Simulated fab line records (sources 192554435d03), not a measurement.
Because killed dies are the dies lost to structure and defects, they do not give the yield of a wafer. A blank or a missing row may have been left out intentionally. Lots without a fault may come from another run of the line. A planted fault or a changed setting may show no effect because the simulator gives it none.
Lot-split experiment :: flow n5Finfet :: route with 1938 steps; 7 lots, 21 wafers read

## SPLIT DETAILS
At N5_BEOL_M8_PECVD_70 (deposits SiO2 from TEOS/O2, target thk 20 nm, time 22.7 s), the setting tempC was moved away from the recipe's 400 C on 9 of the 21 wafers read, by -3.8% to +4.1%. All remaining wafers had this setting at the recipe value.

The split's own step is where the reading is taken.

## THE READING
SiO2_of_BEOL_M8_PECVD_70.thkNm (the simulator's own value, which no gauge read), in nm, at N5_BEOL_M8_PECVD_70 (deposits SiO2 from TEOS/O2, target thk 20 nm, time 22.7 s). No usual value for it is given in the file. Average 19.8 nm, standard deviation 0.39 nm, over the 12 wafers here run with the recipe.

wafer: L074.1
tool, chamber at the split: pecvd-02, 1
tempC as run, C: 416.4
against the recipe: +4.1%
SiO2_of_BEOL_M8_PECVD_70.thkNm, nm: 17
against lot-mates on the recipe: -2.4

wafer: L074.2
tool, chamber at the split: pecvd-02, 0
tempC as run, C: 400
against the recipe: recipe
SiO2_of_BEOL_M8_PECVD_70.thkNm, nm: 19.4
against lot-mates on the recipe: -

wafer: L074.5
tool, chamber at the split: pecvd-02, 1
tempC as run, C: 416.4
against the recipe: +4.1%
SiO2_of_BEOL_M8_PECVD_70.thkNm, nm: 17.4
against lot-mates on the recipe: -2.0

wafer: L080.1
tool, chamber at the split: pecvd-04, 2
tempC as run, C: 400
against the recipe: recipe
SiO2_of_BEOL_M8_PECVD_70.thkNm, nm: 20.4
against lot-mates on the recipe: -

wafer: L080.2
tool, chamber at the split: pecvd-04, 1
tempC as run, C: 400
against the recipe: recipe
SiO2_of_BEOL_M8_PECVD_70.thkNm, nm: 20
against lot-mates on the recipe: -

wafer: L080.5
tool, chamber at the split: pecvd-04, 2
tempC as run, C: 384.9
against the recipe: -3.8%
SiO2_of_BEOL_M8_PECVD_70.thkNm, nm: 22.2
against lot-mates on the recipe: +2.0

wafer: L081.1
tool, chamber at the split: pecvd-04, 1
tempC as run, C: 400
against the recipe: recipe
SiO2_of_BEOL_M8_PECVD_70.thkNm, nm: 20.2
against lot-mates on the recipe: -

wafer: L081.2
tool, chamber at the split: pecvd-04, 2
tempC as run, C: 394.3
against the recipe: -1.4%
SiO2_of_BEOL_M8_PECVD_70.thkNm, nm: 21
against lot-mates on the recipe: +0.8

wafer: L081.5
tool, chamber at the split: pecvd-04, 1
tempC as run, C: 394.3
against the recipe: -1.4%
SiO2_of_BEOL_M8_PECVD_70.thkNm, nm: 21.2
against lot-mates on the recipe: +1.0

wafer: L084.1
tool, chamber at the split: pecvd-01, 0
tempC as run, C: 400
against the recipe: recipe
SiO2_of_BEOL_M8_PECVD_70.thkNm, nm: 19.6
against lot-mates on the recipe: -

wafer: L084.2
tool, chamber at the split: pecvd-01, 1
tempC as run, C: 389.5
against the recipe: -2.6%
SiO2_of_BEOL_M8_PECVD_70.thkNm, nm: 21.6
against lot-mates on the recipe: +2.0

wafer: L084.4
tool, chamber at the split: pecvd-01, 1
tempC as run, C: 389.5
against the recipe: -2.6%
SiO2_of_BEOL_M8_PECVD_70.thkNm, nm: 22
against lot-mates on the recipe: +2.4

wafer: L086.1
tool, chamber at the split: pecvd-02, 1
tempC as run, C: 400
against the recipe: recipe
SiO2_of_BEOL_M8_PECVD_70.thkNm, nm: 19
against lot-mates on the recipe: -

wafer: L086.3
tool, chamber at the split: pecvd-02, 0
tempC as run, C: 400
against the recipe: recipe
SiO2_of_BEOL_M8_PECVD_70.thkNm, nm: 19.8
against lot-mates on the recipe: -

wafer: L086.5
tool, chamber at the split: pecvd-02, 0
tempC as run, C: 400
against the recipe: recipe
SiO2_of_BEOL_M8_PECVD_70.thkNm, nm: 19.8
against lot-mates on the recipe: -

wafer: L087.3
tool, chamber at the split: pecvd-01, 1
tempC as run, C: 400
against the recipe: recipe
SiO2_of_BEOL_M8_PECVD_70.thkNm, nm: 20.2
against lot-mates on the recipe: -

wafer: L087.6
tool, chamber at the split: pecvd-01, 1
tempC as run, C: 400
against the recipe: recipe
SiO2_of_BEOL_M8_PECVD_70.thkNm, nm: 20.2
against lot-mates on the recipe: -

wafer: L087.5
tool, chamber at the split: pecvd-01, 2
tempC as run, C: 387.7
against the recipe: -3.1%
SiO2_of_BEOL_M8_PECVD_70.thkNm, nm: 21.8
against lot-mates on the recipe: +1.6

wafer: L091.4
tool, chamber at the split: pecvd-01, 0
tempC as run, C: 400
against the recipe: recipe
SiO2_of_BEOL_M8_PECVD_70.thkNm, nm: 19.6
against lot-mates on the recipe: -

wafer: L091.5
tool, chamber at the split: pecvd-01, 0
tempC as run, C: 400
against the recipe: recipe
SiO2_of_BEOL_M8_PECVD_70.thkNm, nm: 19.6
against lot-mates on the recipe: -

wafer: L091.6
tool, chamber at the split: pecvd-01, 1
tempC as run, C: 389.2
against the recipe: -2.7%
SiO2_of_BEOL_M8_PECVD_70.thkNm, nm: 22
against lot-mates on the recipe: +2.4

FIT RESULTS
A straight line over all 21 wafers: SiO2_of_BEOL_M8_PECVD_70.thkNm changes by -0.678 nm for each +1% of tempC; r = -0.97; the points scatter about the line by 0.35 nm.
The same after taking each lot's own level away (the mean of its wafers on the recipe; 21 wafers): -0.609 nm for each +1%; r = -0.97; scatter 0.33 nm.
According to that fit, moving tempC by its largest amount changes the reading by 2.5 nm.
The lots' own levels span 19.40 to 20.20 nm, that is 2.1 times the standard deviation above.
So the lot-to-lot level changes the slope: the two fits differ.
Check: for one of the wafers moved furthest among these (+4.1%), held out of the fit, the line's prediction against its lot-mates is -2.4 nm. It came out at -2.4 nm against them.

## FURTHER SPLITS ON THESE WAFERS
Note: prior to the reading, these wafers also went through further splits. Each is held against what the fit with the lots' levels taken away leaves over:
other split on the same wafers: N5_MOL_CONTACT_COAG_COAT_77 spinRpm
wafers away from the commonest value: 5
r with SiO2_of_BEOL_M8_PECVD_70.thkNm (lot level and that fit taken away): +0.13

other split on the same wafers: N5_MOL_CONTACT_COAG_EXPOSE_37 doseMj
wafers away from the commonest value: 7
r with SiO2_of_BEOL_M8_PECVD_70.thkNm (lot level and that fit taken away): +0.14

other split on the same wafers: N5_MOL_CONTACT_COAG_DESCUM_45 timeS
wafers away from the commonest value: 9
r with SiO2_of_BEOL_M8_PECVD_70.thkNm (lot level and that fit taken away): -0.45

other split on the same wafers: N5_BEOL_M0_SAQP_SPACER2_ALD_26 targetThkA
wafers away from the commonest value: 5
r with SiO2_of_BEOL_M8_PECVD_70.thkNm (lot level and that fit taken away): -0.19

other split on the same wafers: N5_BEOL_M0_ETCH_128 sourceW
wafers away from the commonest value: 6
r with SiO2_of_BEOL_M8_PECVD_70.thkNm (lot level and that fit taken away): +0.03

other split on the same wafers: N5_BEOL_M1_ETCH_64 sourceW
wafers away from the commonest value: 3
r with SiO2_of_BEOL_M8_PECVD_70.thkNm (lot level and that fit taken away): +0.49

other split on the same wafers: N5_BEOL_M1_SPUTTER_48 timeS
wafers away from the commonest value: 8
r with SiO2_of_BEOL_M8_PECVD_70.thkNm (lot level and that fit taken away): +0.19

other split on the same wafers: N5_BEOL_M4_TRENCH_ETCH_37 biasW
wafers away from the commonest value: 8
r with SiO2_of_BEOL_M8_PECVD_70.thkNm (lot level and that fit taken away): -0.03

other split on the same wafers: N5_BEOL_M5_DEP_56 timeS
wafers away from the commonest value: 8
r with SiO2_of_BEOL_M8_PECVD_70.thkNm (lot level and that fit taken away): +0.06

## THE FILE'S OWN FIT
SiO2_of_BEOL_M8_PECVD_70.thkNm changes by -0.617 nm for each +1% of tempC, r = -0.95.
